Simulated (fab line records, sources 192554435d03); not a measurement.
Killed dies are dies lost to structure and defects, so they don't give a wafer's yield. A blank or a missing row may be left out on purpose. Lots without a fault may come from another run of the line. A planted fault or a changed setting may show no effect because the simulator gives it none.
Which tool did it? | flow n5_finfet | 24 lots, 72 wafers sampled, at 6 steps of a route of 1938

WHAT THE GAUGES READ, wafer by wafer
N5_PMOS_HMC_CHANNEL_EPI_THK_MEAS_22. Usual: HMC_CMP_THK 54.1 nm, standard deviation 0.97.
lot  | measured    | on            | HMC_CMP_THK (nm) | flag
L074 | day 1 20:38 | film_metro-02 | 55.0 54.6 54.3   |
L075 | day 2 02:10 | film_metro-02 | 54.8 56.1 54.8   |
L076 | day 2 08:41 | film_metro-01 | 54.3 54.4 52.9   |
L077 | day 2 13:27 | film_metro-01 | 55.9 54.4 54.3   |
L078 | day 2 19:56 | film_metro-02 | 54.4 53.4 53.6   |
L079 | day 3 03:14 | film_metro-01 | 53.5 54.3 55.6   |
L080 | day 3 07:34 | film_metro-02 | 53.0 54.3 52.8   |
L081 | day 3 13:46 | film_metro-02 | 54.2 52.7 54.0   |
L082 | day 3 20:00 | film_metro-02 | 53.1 54.4 54.8   |
L083 | day 4 01:46 | film_metro-01 | 54.5 54.3 52.6   |
L084 | day 4 07:49 | film_metro-01 | 54.2 52.6 53.3   |
L085 | day 4 13:28 | film_metro-02 | 53.6 54.5 53.6   |
L086 | day 4 20:01 | film_metro-01 | 52.8 53.6 53.4   |
L087 | day 5 02:46 | film_metro-02 | 53.0 51.8 53.1   |
L088 | day 5 08:12 | film_metro-02 | 55.7 54.8 56.0   |
L089 | day 5 14:01 | film_metro-02 | 54.1 54.1 52.9   |
L090 | day 5 20:34 | film_metro-02 | 54.5 54.8 55.0   |
L091 | day 6 02:07 | film_metro-01 | 56.4 55.2 55.8   |
L092 | day 6 08:07 | film_metro-02 | 54.5 56.1 55.5   |
L093 | day 6 14:07 | film_metro-02 | 54.4 55.5 55.0   |
L094 | day 6 20:29 | film_metro-02 | 53.5 53.5 53.5   |
L095 | day 7 02:25 | film_metro-02 | 51.6 53.3 54.3   |
L096 | day 7 07:53 | film_metro-01 | 55.6 54.3 54.9   |
L097 | day 7 14:02 | film_metro-02 | 53.1 53.2 53.1   |

N5_FIN_SAQP_CD_MEAS_27: target cd 20 nm. Usual: cd_nm 20.37 nm, standard deviation 0.27.
lot  | measured    | on        | cd_nm (nm)        | flag
L074 | day 2 00:25 | cd_sem-03 | 20.72 21.02 20.36 |
L075 | day 2 06:04 | cd_sem-01 | 20.37 20.40 20.32 |
L076 | day 2 12:39 | cd_sem-02 | 20.69 20.27 20.78 |
L077 | day 2 18:04 | cd_sem-03 | 20.21 20.18 20.42 |
L078 | day 3 01:04 | cd_sem-01 | 20.42 19.88 20.27 |
L079 | day 3 07:37 | cd_sem-03 | 20.33 20.79 19.83 |
L080 | day 3 11:29 | cd_sem-01 | 20.02 20.67 19.99 |
L081 | day 3 18:01 | cd_sem-02 | 20.34 20.29 20.80 |
L082 | day 4 00:10 | cd_sem-02 | 20.23 20.46 20.24 |
L083 | day 4 06:02 | cd_sem-03 | 20.46 20.90 20.44 |
L084 | day 4 12:27 | cd_sem-01 | 20.33 20.15 19.95 |
L085 | day 4 19:23 | cd_sem-01 | 20.41 20.16 20.20 |
L086 | day 5 00:37 | cd_sem-01 | 20.42 20.15 19.86 |
L087 | day 5 08:32 | cd_sem-03 | 20.46 20.50 20.12 |
L088 | day 5 12:12 | cd_sem-03 | 20.58 20.33 20.08 |
L089 | day 5 17:49 | cd_sem-03 | 20.03 20.00 20.24 |
L090 | day 6 00:38 | cd_sem-01 | 19.66 20.32 20.11 |
L091 | day 6 06:41 | cd_sem-02 | 20.17 20.39 20.62 |
L092 | day 6 12:03 | cd_sem-01 | 19.99 20.32 20.43 |
L093 | day 6 18:07 | cd_sem-03 | 19.97 20.42 20.11 |
L094 | day 7 00:38 | cd_sem-02 | 20.22 20.46 20.13 |
L095 | day 7 06:26 | cd_sem-01 | 20.60 20.38 20.50 |
L096 | day 7 12:22 | cd_sem-02 | 20.74 20.74 20.65 |
L097 | day 7 18:11 | cd_sem-02 | 20.46 19.91 20.35 |

N5_FIN_CUT_CD_MEAS_08: target cd 29.1 nm. Usual: cd_nm 29.15 nm, standard deviation 0.29.
lot  | measured    | on        | cd_nm (nm)        | flag
L074 | day 2 03:01 | cd_sem-03 | 29.03 29.12 29.10 |
L075 | day 2 08:30 | cd_sem-03 | 29.42 29.67 29.27 |
L076 | day 2 15:20 | cd_sem-02 | 29.26 28.59 28.76 |
L077 | day 2 21:15 | cd_sem-03 | 28.79 29.27 29.30 |
L078 | day 3 05:17 | cd_sem-03 | 29.64 29.35 29.09 |
L079 | day 3 10:02 | cd_sem-01 | 29.37 29.44 28.68 |
L080 | day 3 14:04 | cd_sem-01 | 29.06 28.81 28.87 |
L081 | day 3 20:57 | cd_sem-03 | 28.69 29.07 29.02 |
L082 | day 4 02:37 | cd_sem-03 | 28.75 29.09 28.68 |
L083 | day 4 08:47 | cd_sem-03 | 28.75 29.46 29.57 |
L084 | day 4 15:26 | cd_sem-03 | 28.79 28.49 29.17 |
L085 | day 4 23:36 | cd_sem-01 | 29.29 29.64 29.20 |
L086 | day 5 05:38 | cd_sem-03 | 29.30 29.13 29.05 |
L087 | day 5 11:34 | cd_sem-01 | 29.00 29.13 29.23 |
L088 | day 5 14:45 | cd_sem-01 | 29.01 29.24 29.07 |
L089 | day 5 20:23 | cd_sem-03 | 29.53 29.68 28.88 |
L090 | day 6 03:24 | cd_sem-03 | 29.59 28.98 29.06 |
L091 | day 6 09:34 | cd_sem-03 | 29.57 29.45 29.47 |
L092 | day 6 15:01 | cd_sem-03 | 29.53 29.27 28.90 |
L093 | day 6 20:41 | cd_sem-01 | 29.36 28.83 29.15 |
L094 | day 7 03:29 | cd_sem-01 | 29.16 29.43 29.37 |
L095 | day 7 09:38 | cd_sem-03 | 29.05 29.36 29.14 |
L096 | day 7 14:59 | cd_sem-01 | 29.60 29.51 29.19 |
L097 | day 7 20:46 | cd_sem-03 | 28.51 29.03 29.09 |

WHICH TOOL RAN EACH LOT (tool, then ch and the chambers of the sampled wafers, then the start)
lot  | N5_WELL_APT_DESCUM_30             | N5_PMOS_HMC_CHANNEL_EPI_ETCH_38 | N5_FIN_SAQP_MANDREL1_REMOVE_56
L074 | rie_diel-05 ch 1,2, day 1 15:43   | rie_si-02 ch 0,1, day 1 18:49   | rie_si-06 ch 1,3, day 2 00:19
L075 | rie_diel-04 ch 0,2,3, day 1 21:37 | rie_si-05 ch 1,2, day 2 00:16   | rie_si-03 ch 0,2, day 2 05:58
L076 | rie_diel-05 ch 0,2,3, day 2 02:56 | rie_si-04 ch 0,2,3, day 2 05:55 | rie_si-01 ch 0,3, day 2 12:32
L077 | rie_diel-05 ch 0,2,3, day 2 08:55 | rie_si-05 ch 1,2,3, day 2 11:37 | rie_si-03 ch 1,2,3, day 2 17:57
L078 | rie_diel-01 ch 1,2,3, day 2 15:02 | rie_si-02 ch 1,2,3, day 2 17:43 | rie_si-03 ch 1,2,3, day 3 00:57
L079 | rie_diel-01 ch 0,1, day 2 21:38   | rie_si-05 ch 1,2,3, day 3 01:24 | rie_si-03 ch 1,2,3, day 3 07:30
L080 | rie_diel-01 ch 1,2,3, day 3 03:16 | rie_si-02 ch 1,2, day 3 05:45   | rie_si-03 ch 0,1,2, day 3 11:22
L081 | rie_diel-01 ch 1,2, day 3 08:55   | rie_si-04 ch 0,1,3, day 3 11:56 | rie_si-06 ch 0,2,3, day 3 17:55
L082 | rie_diel-01 ch 1,2,3, day 3 15:20 | rie_si-02 ch 0,1,3, day 3 18:11 | rie_si-01 ch 0,1,3, day 4 00:03
L083 | rie_diel-01 ch 1,2,3, day 3 21:15 | rie_si-04 ch 0,2,3, day 3 23:57 | rie_si-06 ch 0,1, day 4 05:55
L084 | rie_diel-05 ch 0,1,2, day 4 03:14 | rie_si-04 ch 0,2,3, day 4 05:51 | rie_si-01 ch 0,1,2, day 4 12:20
L085 | rie_diel-04 ch 1,2,3, day 4 09:01 | rie_si-02 ch 0,2,3, day 4 11:38 | rie_si-01 ch 0,2,3, day 4 19:16
L086 | rie_diel-01 ch 0,2, day 4 15:17   | rie_si-02 ch 1,2, day 4 18:12   | rie_si-03 ch 1,3, day 5 00:31
L087 | rie_diel-04 ch 0,1,2, day 4 21:04 | rie_si-04 ch 0,1,3, day 5 00:57 | rie_si-01 ch 1,2,3, day 5 08:25
L088 | rie_diel-04 ch 1,2, day 5 03:20   | rie_si-05 ch 1,2, day 5 05:59   | rie_si-06 ch 0,3, day 5 12:05
L089 | rie_diel-05 ch 1,2, day 5 09:08   | rie_si-02 ch 1,2,3, day 5 12:11 | rie_si-03 ch 0,1,3, day 5 17:42
L090 | rie_diel-04 ch 1,2, day 5 15:25   | rie_si-05 ch 0,1,3, day 5 18:45 | rie_si-06 ch 0,2, day 6 00:32
L091 | rie_diel-04 ch 0,2,3, day 5 21:23 | rie_si-05 ch 1,2, day 6 00:00   | rie_si-06 ch 2,3, day 6 06:34
L092 | rie_diel-04 ch 0,1,2, day 6 03:23 | rie_si-05 ch 1,2, day 6 06:13   | rie_si-06 ch 0,1, day 6 11:56
L093 | rie_diel-04 ch 0,1,3, day 6 09:08 | rie_si-05 ch 2,3, day 6 12:09   | rie_si-01 ch 1,2,3, day 6 18:00
L094 | rie_diel-05 ch 0,1,2, day 6 15:44 | rie_si-02 ch 0,3, day 6 18:33   | rie_si-01 ch 0,1,2, day 7 00:32
L095 | rie_diel-05 ch 1,2,3, day 6 21:38 | rie_si-04 ch 0,1,3, day 7 00:35 | rie_si-06 ch 0,1,2, day 7 06:19
L096 | rie_diel-01 ch 0,3, day 7 03:05   | rie_si-05 ch 0,1,2, day 7 06:04 | rie_si-06 ch 1,2,3, day 7 12:15
L097 | rie_diel-01 ch 0,1,2, day 7 09:05 | rie_si-02 ch 2,3, day 7 12:11   | rie_si-03 ch 1,3, day 7 18:04
- N5_WELL_APT_DESCUM_30: chemistry O2, time 7.9 s.
- N5_PMOS_HMC_CHANNEL_EPI_ETCH_38: etches SiO2 in CF4, target depth 1.5 nm.
- N5_FIN_SAQP_MANDREL1_REMOVE_56: chemistry HBr/Cl2/O2, target a-Si, stops on SiNx, bt time 10 s.

WHAT THE TOOLS THEMSELVES READ (means of the sampled wafers that have a number; where no wafer has one, the mark that the record gives instead)
N5_WELL_APT_DESCUM_30. Usual: drypump_motor_current_A 5.5 A, standard deviation 0.37; oes_product_au 0.77 a.u., standard deviation 0.078; rf_vpp_V 243.2 V, standard deviation 1.5; showerhead_plenum_p_Torr 2.09 Torr, standard deviation 0.086; throttle_valve_pct 20.44 %, standard deviation 0.21.
lot  | tool        | drypump_motor_current_A (A) | oes_product_au (a.u.) | rf_vpp_V (V) | showerhead_plenum_p_Torr (Torr) | throttle_valve_pct (%) | flag
L074 | rie_diel-05 | 5.6                         | 0.86                  | 241.4        | 2.02                            | 20.35                  |
L075 | rie_diel-04 | 5.6                         | 0.72                  | 244.3        | 2.16                            | 20.42                  |
L076 | rie_diel-05 | 5.2                         | 0.78                  | 242.6        | 2.03                            | 20.52                  |
L077 | rie_diel-05 | 5.2                         | 0.78                  | 243.6        | 2.03                            | 20.52                  |
L078 | rie_diel-01 | 5.5                         | 0.83                  | 244.4        | 2.16                            | 20.52                  |
L079 | rie_diel-01 | 5.5                         | 0.78                  | 244.0        | 2.07                            | 20.37                  |
L080 | rie_diel-01 | 5.5                         | 0.82                  | 244.0        | 2.16                            | 20.53                  |
L081 | rie_diel-01 | 5.3                         | 0.87                  | 242.7        | 2.15                            | 20.52                  |
L082 | rie_diel-01 | 5.5                         | 0.82                  | 243.1        | 2.16                            | 20.54                  |
L083 | rie_diel-01 | 5.5                         | 0.81                  | 244.4        | 2.15                            | 20.55                  |
L084 | rie_diel-05 | 5.4                         | 0.80                  | 241.7        | 1.99                            | 20.45                  |
L085 | rie_diel-04 | 5.5                         | 0.70                  | 242.9        | 2.09                            | 20.42                  |
L086 | rie_diel-01 | 5.8                         | 0.97                  | 243.1        | 2.08                            | 20.18                  |
L087 | rie_diel-04 | 5.8                         | 0.71                  | 244.3        | 2.08                            | 20.42                  |
L088 | rie_diel-04 | 5.7                         | 0.72                  | 243.3        | 2.08                            | 20.47                  |
L089 | rie_diel-05 | 5.6                         | 0.82                  | 241.8        | 2.01                            | 20.41                  |
L090 | rie_diel-04 | 5.7                         | 0.72                  | 243.7        | 2.08                            | 20.49                  |
L091 | rie_diel-04 | 5.6                         | 0.69                  | 243.7        | 2.15                            | 20.49                  |
L092 | rie_diel-04 | 5.8                         | 0.70                  | 243.8        | 2.08                            | 20.44                  |
L093 | rie_diel-04 | 5.6                         | 0.69                  | 243.4        | 2.09                            | 20.39                  |
L094 | rie_diel-05 | 5.4                         | 0.78                  | 241.9        | 1.98                            | 20.48                  |
L095 | rie_diel-05 | 5.4                         | 0.77                  | 242.6        | 2.05                            | 20.52                  |
L096 | rie_diel-01 | 6.0                         | 0.87                  | 242.9        | 2.08                            | 20.24                  |
L097 | rie_diel-01 | 5.5                         | 0.85                  | 243.4        | 2.09                            | 20.33                  |

N5_PMOS_HMC_CHANNEL_EPI_ETCH_38. Usual: drypump_motor_current_A 5.7 A, standard deviation 0.36; oes_product_au 1.008 a.u., standard deviation 0.02; throttle_valve_pct 21.93 %, standard deviation 0.29.
lot  | tool      | drypump_motor_current_A (A) | oes_product_au (a.u.) | throttle_valve_pct (%) | flag
L074 | rie_si-02 | 5.5                         | 1.024                 | 22.40                  |
L075 | rie_si-05 | 5.4                         | 1.010                 | 21.94                  |
L076 | rie_si-04 | 5.8                         | 1.006                 | 21.86                  |
L077 | rie_si-05 | 5.4                         | 1.004                 | 21.96                  |
L078 | rie_si-02 | 5.6                         | 0.999                 | 21.73                  |
L079 | rie_si-05 | 5.4                         | 1.007                 | 21.96                  |
L080 | rie_si-02 | 5.8                         | 0.990                 | 21.78                  |
L081 | rie_si-04 | 5.9                         | 1.002                 | 22.03                  |
L082 | rie_si-02 | 5.5                         | 1.009                 | 22.03                  |
L083 | rie_si-04 | 5.8                         | 1.009                 | 21.85                  |
L084 | rie_si-04 | 5.8                         | 1.008                 | 21.85                  |
L085 | rie_si-02 | 5.5                         | 1.005                 | 21.89                  |
L086 | rie_si-02 | 5.8                         | 0.989                 | 21.79                  |
L087 | rie_si-04 | 5.9                         | 0.999                 | 22.03                  |
L088 | rie_si-05 | 5.2                         | 1.023                 | 21.85                  |
L089 | rie_si-02 | 5.6                         | 0.997                 | 21.73                  |
L090 | rie_si-05 | 5.7                         | 1.002                 | 22.03                  |
L091 | rie_si-05 | 5.3                         | 1.020                 | 21.94                  |
L092 | rie_si-05 | 5.3                         | 1.020                 | 21.95                  |
L093 | rie_si-05 | 5.6                         | 1.010                 | 21.98                  |
L094 | rie_si-02 | 5.4                         | 1.032                 | 21.84                  |
L095 | rie_si-04 | 5.9                         | 1.003                 | 22.03                  |
L096 | rie_si-05 | 5.4                         | 1.017                 | 21.91                  |
L097 | rie_si-02 | 5.5                         | 1.011                 | 21.53                  |

N5_FIN_SAQP_MANDREL1_REMOVE_56. Usual: drypump_motor_current_A 5.7 A, standard deviation 0.54; oes_product_au 0.998 a.u., standard deviation 0.017; throttle_valve_pct 36.9 %, standard deviation 0.32.
lot  | tool      | drypump_motor_current_A (A) | oes_product_au (a.u.) | throttle_valve_pct (%) | flag
L074 | rie_si-06 | 5.6                         | 1.002                 | 36.6                   |
L075 | rie_si-03 | 5.2                         | 1.008                 | 36.9                   |
L076 | rie_si-01 | 6.0                         | 0.988                 | 36.9                   |
L077 | rie_si-03 | 5.7                         | 0.984                 | 37.1                   |
L078 | rie_si-03 | 5.7                         | 0.987                 | 37.1                   |
L079 | rie_si-03 | 5.6                         | 0.983                 | 37.1                   |
L080 | rie_si-03 | 5.1                         | 0.996                 | 37.1                   |
L081 | rie_si-06 | 5.4                         | 1.004                 | 36.8                   |
L082 | rie_si-01 | 6.2                         | 0.991                 | 36.8                   |
L083 | rie_si-06 | 5.7                         | 1.004                 | 37.0                   |
L084 | rie_si-01 | 5.9                         | 0.995                 | 36.6                   |
L085 | rie_si-01 | 5.7                         | 1.010                 | 36.7                   |
L086 | rie_si-03 | 5.5                         | 0.970                 | 37.4                   |
L087 | rie_si-01 | 6.0                         | 0.995                 | 36.7                   |
L088 | rie_si-06 | 5.5                         | 0.997                 | 36.7                   |
L089 | rie_si-03 | 5.5                         | 0.988                 | 37.2                   |
L090 | rie_si-06 | 5.4                         | 1.011                 | 37.1                   |
L091 | rie_si-06 | 5.3                         | 1.012                 | 36.7                   |
L092 | rie_si-06 | 5.7                         | 0.998                 | 37.0                   |
L093 | rie_si-01 | 6.0                         | 0.994                 | 36.7                   |
L094 | rie_si-01 | 5.9                         | 1.001                 | 36.6                   |
L095 | rie_si-06 | 5.5                         | 1.009                 | 37.0                   |
L096 | rie_si-06 | 5.5                         | 0.998                 | 36.7                   |
L097 | rie_si-03 | 6.0                         | 0.980                 | 37.2                   |

THE ANSWER, worked out from the rows above alone
Rule: a lot is off if the mean of its wafers that have a number lies more than 3 standard deviations from the usual mean. A lot without any number at a reading at which 4 lots or more have one is off too. The other lots that the step has rows for count as sound. The gauges are gone through in route order, then the tools' own readings, and for those a lot's mean is taken as printed above. The first step at which some lot is off is used, and at that step the reading that is off furthest; a lot without a number counts as furthest.
No lot is off at any reading shown: from this, nothing can be told.

WHAT THE SIMULATOR HAD PUT IN
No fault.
